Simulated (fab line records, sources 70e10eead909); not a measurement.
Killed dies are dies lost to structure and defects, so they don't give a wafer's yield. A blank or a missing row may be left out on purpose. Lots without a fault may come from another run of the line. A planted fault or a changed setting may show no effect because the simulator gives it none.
Chamber matching | flow nand_harc | NHARC_A_CONTACT_ALD_18 on ald_metal-01: 4 sister chambers
The step deposits TiN, target thk 3 nm, pulse time 1 s, ald cycles 150. 4 wafers are shown with their chamber, then 8 later ones without.

WAFERS WITH THEIR CHAMBER
wafer  | chamber | heater_power_w (W)
L082.4 | 2       | 1030
L083.1 | 0       | 1008
L083.2 | 3       | 1081
L085.2 | 1       | 1116

WAFERS WITHOUT THEIR CHAMBER
wafer  | heater_power_w (W)
L085.3 | 1072
L085.6 | 1058
L087.1 | 1042
L087.3 | 1090
L087.6 | 1034
L092.1 | 1066
L092.2 | 1079
L092.4 | 1079

WHICH CHAMBER EACH WENT THROUGH
wafer  | from the rows above     | in truth
L085.3 | 3                       | 3
L085.6 | can't be placed: 3 or 2 | 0
L087.1 | can't be placed: 2 or 0 | 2
L087.3 | can't be placed: 3 or 1 | 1
L087.6 | can't be placed: 2 or 0 | 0
L092.1 | can't be placed: 3 or 2 | 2
L092.2 | 3                       | 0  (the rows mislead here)
L092.4 | 3                       | 3
Placed correctly: 2 of 8. Can't be placed from these rows: 5 (the true chamber is among the candidates in 4). Placed wrongly: 1.
How it was worked out, from the rows above alone: a wafer's distance from a chamber is the root of the sum, over the readings, of the square of ((its reading less the chamber's mean) divided by the reading's scatter). The wafer belongs to the nearest chamber; if the next one is less than 2 further off, it can't be placed. A chamber's mean is the mean of its shown wafers. The scatter: with one shown wafer a chamber, the root of the mean of the squares of how far each hidden wafer lies from its nearest shown one.
